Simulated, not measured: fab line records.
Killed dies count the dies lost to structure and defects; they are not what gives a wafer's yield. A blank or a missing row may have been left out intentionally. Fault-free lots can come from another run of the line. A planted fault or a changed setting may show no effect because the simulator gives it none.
Which tool was responsible?    flow n5-finfet    Sampling: 24 lots, 72 wafers, 6 of 1938 route steps

## WHAT THE GAUGES SHOWED, per wafer
N5_BEOL_M0_SAQP_CD_MEAS_14: the cd target is 42.5 nm. Usual: cd-nm 42.51 nm, standard deviation 0.29.
lot   measured      on         cd-nm (nm)         flag
L074  day 5 09:39   cd-sem-01  42.27 42.15 42.43  
L075  day 5 16:50   cd-sem-02  42.28 42.44 42.69  
L076  day 5 21:17   cd-sem-02  42.12 41.98 42.47  
L077  day 6 06:16   cd-sem-02  42.82 43.09 42.65  
L078  day 6 14:01   cd-sem-03  42.14 42.31 42.07  
L079  day 6 17:17   cd-sem-01  42.48 42.26 42.56  
L080  day 7 02:17   cd-sem-01  42.36 42.79 42.88  
L081  day 7 06:15   cd-sem-01  42.41 43.09 42.14  
L082  day 7 12:16   cd-sem-02  42.69 42.40 43.18  
L083  day 7 15:24   cd-sem-03  42.84 42.53 42.87  
L084  day 7 21:34   cd-sem-01  41.98 42.71 42.10  
L085  day 8 11:05   cd-sem-02  42.66 42.66 42.88  
L086  day 8 14:37   cd-sem-03  42.74 42.58 42.59  
L087  day 8 17:57   cd-sem-02  42.89 42.57 42.20  
L088  day 8 21:36   cd-sem-03  42.46 42.39 42.73  
L089  day 9 06:47   cd-sem-01  42.90 42.68 42.50  
L090  day 9 12:49   cd-sem-03  42.29 42.32 42.23  
L091  day 9 21:15   cd-sem-03  42.43 42.05 42.57  
L092  day 10 00:59  cd-sem-01  42.44 42.79 42.49  
L093  day 10 06:11  cd-sem-03  42.45 42.32 42.43  
L094  day 10 09:46  cd-sem-03  43.09 42.99 42.75  
L095  day 10 18:04  cd-sem-03  42.86 42.89 42.66  
L096  day 11 02:54  cd-sem-03  42.47 42.17 42.34  
L097  day 11 05:58  cd-sem-03  42.98 42.44 42.63  

N5_BEOL_M0_SAQP_CD_MEAS_40: the cd target is 30 nm. Usual: cd-nm 30.07 nm, standard deviation 0.25.
lot   measured      on         cd-nm (nm)         flag
L074  day 5 14:31   cd-sem-02  30.09 29.84 30.46  
L075  day 5 22:41   cd-sem-02  30.33 30.49 30.04  
L076  day 6 01:28   cd-sem-01  30.24 30.24 30.26  
L077  day 6 11:38   cd-sem-01  30.47 30.38 30.40  
L078  day 6 18:10   cd-sem-01  30.18 30.59 30.22  
L079  day 6 22:27   cd-sem-01  30.38 30.18 30.57  
L080  day 7 06:08   cd-sem-02  30.11 30.02 30.18  
L081  day 7 10:34   cd-sem-02  29.83 29.73 29.54  
L082  day 7 16:29   cd-sem-03  29.64 29.56 30.07  
L083  day 7 19:31   cd-sem-02  30.07 30.17 29.58  
L084  day 8 02:29   cd-sem-03  29.90 30.16 29.68  
L085  day 8 15:48   cd-sem-01  30.50 29.75 30.22  
L086  day 8 18:19   cd-sem-01  30.19 30.17 29.86  
L087  day 9 00:05   cd-sem-03  30.65 30.43 30.01  
L088  day 9 02:31   cd-sem-02  30.04 30.20 29.84  
L089  day 9 10:40   cd-sem-03  30.22 30.27 29.81  
L090  day 9 17:16   cd-sem-02  30.05 30.07 30.09  
L091  day 10 01:25  cd-sem-01  30.02 30.08 29.93  
L092  day 10 05:43  cd-sem-02  29.81 29.89 29.87  
L093  day 10 09:58  cd-sem-03  29.81 30.14 29.85  
L094  day 10 14:05  cd-sem-02  30.16 30.35 30.11  
L095  day 10 22:33  cd-sem-01  30.02 30.02 30.23  
L096  day 11 08:30  cd-sem-02  29.99 30.22 30.20  
L097  day 11 12:16  cd-sem-01  30.11 30.07 29.94  

## WHAT TOOL EACH LOT RAN ON (gives the tool, then ch and the chambers of the sampled wafers, and finally the start)
lot   N5_BEOL_M0_SAQP_ILD_DEP_01       N5_BEOL_M0_SAQP_RECESS_114          N5_BEOL_M0_SAQP_ETCH_107            N5_BEOL_M0_SAQP_MANDREL2_REMOVE_110
L074  pecvd-02 ch 1,2, day 5 07:50     vapor-etch-02 ch 0,1, day 5 10:49   rie-diel-06 ch 0,1,3, day 5 13:05   rie-si-03 ch 1,2, day 5 13:58
L075  pecvd-04 ch 1,2, day 5 14:24     vapor-etch-02 ch 0,1, day 5 17:28   rie-diel-01 ch 0,1, day 5 19:19     rie-si-03 ch 0,1,2, day 5 22:16
L076  pecvd-02 ch 0,1,2, day 5 19:34   vapor-etch-01 ch 0,1, day 5 21:58   rie-diel-01 ch 1,3, day 5 23:57     rie-si-03 ch 2,3, day 6 01:02
L077  pecvd-04 ch 0,1,2, day 6 04:13   vapor-etch-01 ch 0,1, day 6 07:19   rie-diel-01 ch 0,1, day 6 09:08     rie-si-03 ch 0,2, day 6 10:10
L078  pecvd-02 ch 0,1, day 6 11:40     vapor-etch-02 ch 0,1, day 6 15:03   rie-diel-01 ch 0,1,3, day 6 16:52   rie-si-02 ch 1,2,3, day 6 17:45
L079  pecvd-04 ch 0,2, day 6 14:40     vapor-etch-01 ch 0,1, day 6 17:53   rie-diel-04 ch 0,1,2, day 6 21:02   rie-si-03 ch 0,1,2, day 6 21:55
L080  pecvd-03 ch 0,1, day 7 00:57     vapor-etch-02 ch 0,1, day 7 03:00   rie-diel-04 ch 0,2,3, day 7 04:48   rie-si-01 ch 0,1,2, day 7 05:43
L081  pecvd-03 ch 0,1,2, day 7 05:19   vapor-etch-01 ch 1, day 7 06:50     rie-diel-04 ch 1,2,3, day 7 09:08   rie-si-02 ch 0,1, day 7 10:01
L082  pecvd-03 ch 0,2, day 7 09:48     vapor-etch-02 ch 0,1, day 7 13:09   rie-diel-01 ch 0,2, day 7 15:04     rie-si-02 ch 0,1,2, day 7 15:56
L083  pecvd-02 ch 0,2, day 7 12:47     vapor-etch-01 ch 0,1, day 7 16:10   rie-diel-01 ch 0,2, day 7 18:05     rie-si-01 ch 0,1,3, day 7 18:58
L084  pecvd-03 ch 0,1, day 7 19:11     vapor-etch-01 ch 1, day 7 22:32     rie-diel-01 ch 0,1, day 8 01:02     rie-si-01 ch 0,2, day 8 01:57
L085  pecvd-04 ch 0,2, day 8 08:02     vapor-etch-02 ch 0,1, day 8 11:41   rie-diel-06 ch 0,1,3, day 8 13:46   rie-si-02 ch 1,2, day 8 15:23
L086  pecvd-03 ch 0,1, day 8 12:36     vapor-etch-02 ch 0,1, day 8 15:12   rie-diel-01 ch 0,2,3, day 8 17:02   rie-si-03 ch 2,3, day 8 17:55
L087  pecvd-02 ch 0,1, day 8 16:10     vapor-etch-01 ch 0,1, day 8 18:32   rie-diel-01 ch 0,2, day 8 20:40     rie-si-01 ch 1,2,3, day 8 23:32
L088  pecvd-04 ch 0,2, day 8 20:04     vapor-etch-01 ch 0,1, day 8 22:12   rie-diel-04 ch 1,3, day 9 00:44     rie-si-01 ch 0,2,3, day 9 01:59
L089  pecvd-02 ch 0,2, day 9 05:33     vapor-etch-02 ch 0,1, day 9 07:27   rie-diel-06 ch 1,2,3, day 9 09:22   rie-si-03 ch 0,1,2, day 9 10:15
L090  pecvd-04 ch 1,2, day 9 10:38     vapor-etch-02 ch 0,1, day 9 13:25   rie-diel-04 ch 0,2, day 9 15:32     rie-si-03 ch 0,2,3, day 9 16:44
L091  pecvd-03 ch 0,1, day 9 18:24     vapor-etch-02 ch 0,1, day 9 22:05   rie-diel-04 ch 0,3, day 9 23:58     rie-si-03 ch 1,2,3, day 10 01:00
L092  pecvd-04 ch 0,1,2, day 9 23:00   vapor-etch-01 ch 0,1, day 10 02:09  rie-diel-06 ch 0,1,3, day 10 04:08  rie-si-02 ch 0,2,3, day 10 05:17
L093  pecvd-04 ch 0,1, day 10 04:14    vapor-etch-01 ch 0,1, day 10 06:47  rie-diel-01 ch 0,1,3, day 10 08:37  rie-si-02 ch 0,2,3, day 10 09:32
L094  pecvd-04 ch 0,1, day 10 07:36    vapor-etch-01 ch 0,1, day 10 10:52  rie-diel-01 ch 0,3, day 10 12:41    rie-si-02 ch 1,2, day 10 13:41
L095  pecvd-02 ch 0,1,2, day 10 15:57  vapor-etch-01 ch 0,1, day 10 18:45  rie-diel-01 ch 0,1, day 10 21:15    rie-si-02 ch 1,2,3, day 10 22:08
L096  pecvd-02 ch 0,1, day 11 01:31    vapor-etch-01 ch 0,1, day 11 03:29  rie-diel-06 ch 0,1,2, day 11 05:28  rie-si-02 ch 0,1,3, day 11 08:03
L097  pecvd-03 ch 0,1, day 11 04:32    vapor-etch-01 ch 1, day 11 07:23    rie-diel-04 ch 2,3, day 11 09:37    rie-si-02 ch 0,1,2, day 11 11:49
- N5_BEOL_M0_SAQP_ILD_DEP_01: deposits SiOC from DEMS/O2, target thk 45.419 nm, time 8.7 s.
- N5_BEOL_M0_SAQP_RECESS_114: chemistry HF/NH3, target SiO2, target depth 14.4 nm, afs cycles 3, sublimation time 60 s.
- N5_BEOL_M0_SAQP_ETCH_107: etches SiNx in CH3F/O2, target depth 30 nm.
- N5_BEOL_M0_SAQP_MANDREL2_REMOVE_110: chemistry HBr/Cl2/O2, target a-Si, stops on SiCN, bt time 10 s.

## WHAT THE TOOLS THEMSELVES READ (means of the sampled wafers that have a number; where no wafer has one, the mark that the record gives instead)
N5_BEOL_M0_SAQP_ILD_DEP_01. Usual: heater-power-w 472 W, standard deviation 75; rf-fwd-power-W 493.3 W, standard deviation 2.4; showerhead-plenum-p-Torr 5.689 Torr, standard deviation 0.012; throttle-valve-pct 11.9 %, standard deviation 0.35.
lot   tool      heater-power-w (W)  rf-fwd-power-W (W)  showerhead-plenum-p-Torr (Torr)  throttle-valve-pct (%)  flag
L074  pecvd-02  541                 495.6               5.702                            11.8                    
L075  pecvd-04  362                 494.5               5.683                            12.0                    
L076  pecvd-02  485                 494.9               5.690                            11.8                    
L077  pecvd-04  472                 491.5               5.685                            11.9                    
L078  pecvd-02  499                 495.3               5.682                            11.8                    
L079  pecvd-04  507                 492.6               5.684                            11.6                    
L080  pecvd-03  483                 492.9               5.697                            12.3                    
L081  pecvd-03  509                 491.7               5.688                            12.2                    
L082  pecvd-03  520                 497.3               5.704                            12.1                    
L083  pecvd-02  431                 493.8               5.694                            12.0                    
L084  pecvd-03  458                 491.8               5.691                            12.3                    
L085  pecvd-04  541                 492.5               5.683                            11.6                    
L086  pecvd-03  509                 492.1               5.697                            12.4                    
L087  pecvd-02  502                 493.9               5.703                            11.7                    
L088  pecvd-04  469                 493.8               5.669                            11.6                    
L089  pecvd-02  444                 496.2               5.692                            12.0                    
L090  pecvd-04  431                 493.4               5.679                            11.8                    
L091  pecvd-03  435                 492.6               5.697                            12.3                    
L092  pecvd-04  483                 493.8               5.688                            12.0                    
L093  pecvd-04  532                 491.3               5.687                            11.8                    
L094  pecvd-04  453                 493.2               5.695                            12.0                    
L095  pecvd-02  474                 493.5               5.687                            11.7                    
L096  pecvd-02  473                 494.3               5.684                            11.6                    
L097  pecvd-03  490                 492.7               5.691                            12.3                    

N5_BEOL_M0_SAQP_RECESS_114. Usual: drypump-motor-current-A 5.5 A, standard deviation 0.48.
lot   tool           drypump-motor-current-A (A)  flag
L074  vapor-etch-02  5.4                          
L075  vapor-etch-02  5.4                          
L076  vapor-etch-01  5.2                          
L077  vapor-etch-01  5.4                          
L078  vapor-etch-02  5.4                          
L079  vapor-etch-01  5.4                          
L080  vapor-etch-02  5.9                          
L081  vapor-etch-01  5.5                          
L082  vapor-etch-02  5.5                          
L083  vapor-etch-01  5.2                          
L084  vapor-etch-01  5.5                          
L085  vapor-etch-02  5.9                          
L086  vapor-etch-02  5.9                          
L087  vapor-etch-01  5.2                          
L088  vapor-etch-01  5.4                          
L089  vapor-etch-02  5.9                          
L090  vapor-etch-02  5.9                          
L091  vapor-etch-02  5.5                          
L092  vapor-etch-01  5.4                          
L093  vapor-etch-01  5.4                          
L094  vapor-etch-01  5.2                          
L095  vapor-etch-01  5.4                          
L096  vapor-etch-01  5.4                          
L097  vapor-etch-01  5.5                          

N5_BEOL_M0_SAQP_ETCH_107. Usual: CH3F_flow_sccm 30.00 sccm, standard deviation 0.088; chamber-pressure-mTorr 29.998 mTorr, standard deviation 0.026; drypump-motor-current-A 5.7 A, standard deviation 0.65; oes-product-au 0.82 a.u., standard deviation 0.078; rf-fwd-power-W 390.6 W, standard deviation 1.7; rf-vpp-V 298 V, standard deviation 3.2; showerhead-plenum-p-Torr 2.01 Torr, standard deviation 0.061; throttle-valve-pct 16.29 %, standard deviation 0.18.
lot   tool         CH3F_flow_sccm (sccm)  chamber-pressure-mTorr (mTorr)  drypump-motor-current-A (A)  oes-product-au (a.u.)  rf-fwd-power-W (W)  rf-vpp-V (V)  showerhead-plenum-p-Torr (Torr)  throttle-valve-pct (%)  flag
L074  rie-diel-06  30.00                  29.994                          5.4                          0.81                   392.6               299           1.98                             16.39                   
L075  rie-diel-01  29.93                  30.011                          6.3                          0.86                   390.6               293           2.04                             16.17                   
L076  rie-diel-01  29.96                  29.996                          6.4                          0.80                   389.7               294           2.02                             16.27                   
L077  rie-diel-01  29.97                  30.016                          5.8                          0.85                   390.8               294           2.04                             16.18                   
L078  rie-diel-01  30.02                  29.989                          5.9                          0.79                   389.5               295           2.01                             16.26                   
L079  rie-diel-04  29.94                  29.984                          5.8                          0.85                   392.3               299           2.06                             16.33                   
L080  rie-diel-04  30.05                  29.999                          5.8                          0.89                   391.7               300           2.04                             16.22                   
L081  rie-diel-04  30.04                  30.002                          6.0                          0.82                   390.9               301           2.02                             16.34                   
L082  rie-diel-01  30.02                  29.997                          5.1                          0.80                   391.3               298           1.96                             16.33                   
L083  rie-diel-01  30.00                  30.017                          5.3                          0.82                   391.2               296           2.00                             16.26                   
L084  rie-diel-01  29.99                  29.995                          6.3                          0.83                   390.0               294           2.03                             16.22                   
L085  rie-diel-06  30.14                  29.987                          5.4                          0.80                   390.9               300           1.98                             16.41                   
L086  rie-diel-01  30.02                  29.970                          5.2                          0.85                   390.2               298           1.98                             16.19                   
L087  rie-diel-01  29.96                  29.987                          5.1                          0.79                   389.3               299           1.96                             16.33                   
L088  rie-diel-04  29.95                  29.990                          5.9                          0.84                   390.3               300           2.05                             16.24                   
L089  rie-diel-06  30.11                  29.996                          5.6                          0.80                   391.3               299           1.98                             16.49                   
L090  rie-diel-04  29.99                  29.989                          5.6                          0.88                   392.0               299           2.06                             16.26                   
L091  rie-diel-04  29.98                  30.017                          5.7                          0.89                   391.3               300           2.06                             16.13                   
L092  rie-diel-06  30.06                  30.002                          5.4                          0.78                   389.9               299           1.98                             16.44                   
L093  rie-diel-01  30.02                  30.016                          5.9                          0.85                   390.3               294           2.01                             16.15                   
L094  rie-diel-01  30.02                  29.999                          5.4                          0.84                   391.1               296           2.01                             16.14                   
L095  rie-diel-01  29.95                  30.009                          5.9                          0.81                   390.6               294           2.03                             16.24                   
L096  rie-diel-06  30.04                  29.983                          6.0                          0.83                   390.6               301           2.02                             16.32                   
L097  rie-diel-04  29.96                  29.979                          6.1                          0.79                   391.0               301           1.96                             16.41                   

N5_BEOL_M0_SAQP_MANDREL2_REMOVE_110. Usual: HBr_flow_sccm 150.0 sccm, standard deviation 0.5; chamber-pressure-mTorr 10.000 mTorr, standard deviation 0.0093; drypump-motor-current-A 6.0 A, standard deviation 0.39; he-backside-leak-sccm 2.73 sccm, standard deviation 0.26; oes-product-au 0.993 a.u., standard deviation 0.012; rf-fwd-power-W 596.6 W, standard deviation 2.1; throttle-valve-pct 36.62 %, standard deviation 0.25.
lot   tool       HBr_flow_sccm (sccm)  chamber-pressure-mTorr (mTorr)  drypump-motor-current-A (A)  he-backside-leak-sccm (sccm)  oes-product-au (a.u.)  rf-fwd-power-W (W)  throttle-valve-pct (%)  flag
L074  rie-si-03  150.3                 10.007                          6.1                          2.70                          0.975                  596.9               36.43                   
L075  rie-si-03  150.6                 9.996                           6.0                          2.81                          0.990                  595.8               36.49                   
L076  rie-si-03  148.8                 10.003                          5.5                          2.67                          0.993                  596.5               36.41                   
L077  rie-si-03  149.6                 10.003                          5.9                          2.79                          0.997                  596.1               36.57                   
L078  rie-si-02  149.9                 10.004                          6.2                          2.73                          0.995                  599.6               36.79                   
L079  rie-si-03  150.3                 10.007                          6.0                          2.88                          0.986                  600.1               36.49                   
L080  rie-si-01  149.8                 9.998                           6.0                          2.61                          1.007                  597.3               36.64                   
L081  rie-si-02  150.5                 9.998                           5.7                          2.83                          0.995                  594.3               36.60                   
L082  rie-si-02  149.8                 9.991                           6.1                          2.60                          0.996                  594.6               36.62                   
L083  rie-si-01  149.9                 9.999                           6.0                          2.79                          0.996                  595.7               36.75                   
L084  rie-si-01  150.4                 10.005                          6.1                          2.59                          0.997                  596.0               36.80                   
L085  rie-si-02  149.6                 9.998                           6.2                          2.56                          0.997                  597.3               36.60                   
L086  rie-si-03  149.6                 9.995                           5.6                          2.64                          0.983                  597.5               36.50                   
L087  rie-si-01  150.2                 9.990                           6.1                          2.82                          0.991                  596.4               36.68                   
L088  rie-si-01  149.9                 9.999                           6.2                          2.77                          0.980                  595.9               36.83                   
L089  rie-si-03  150.1                 10.002                          6.0                          2.77                          0.981                  598.0               36.47                   
L090  rie-si-03  150.1                 10.002                          5.7                          2.75                          0.987                  595.3               36.46                   
L091  rie-si-03  150.2                 9.996                           5.8                          3.47                          0.977                  597.8               36.42                   
L092  rie-si-02  149.8                 9.988                           6.4                          2.57                          1.010                  595.0               36.82                   
L093  rie-si-02  150.5                 9.993                           6.4                          2.62                          1.007                  596.2               36.82                   
L094  rie-si-02  149.8                 10.004                          5.9                          2.73                          0.996                  596.9               36.58                   
L095  rie-si-02  150.1                 9.990                           6.2                          2.75                          0.996                  597.1               36.79                   
L096  rie-si-02  149.9                 10.005                          6.0                          2.75                          1.007                  597.1               36.81                   
L097  rie-si-02  149.4                 10.003                          6.1                          2.75                          0.996                  595.4               36.62                   

## THE ANSWER, worked out from the rows above alone
Rule: a lot is off if the mean of its wafers that have a number lies more than 3 standard deviations from the usual mean. A lot without any number at a reading at which 4 lots or more have one is off too. The other lots that the step has rows for count as sound. First the gauges in route order, then the tools' own readings, where a lot's mean is used as printed above. At the first step where some lot is off, the reading lying furthest off is the one used; lots without a number count as furthest.
No lot is off at any reading shown: from this, nothing can be told.

## WHAT THE SIMULATOR HAD PUT IN
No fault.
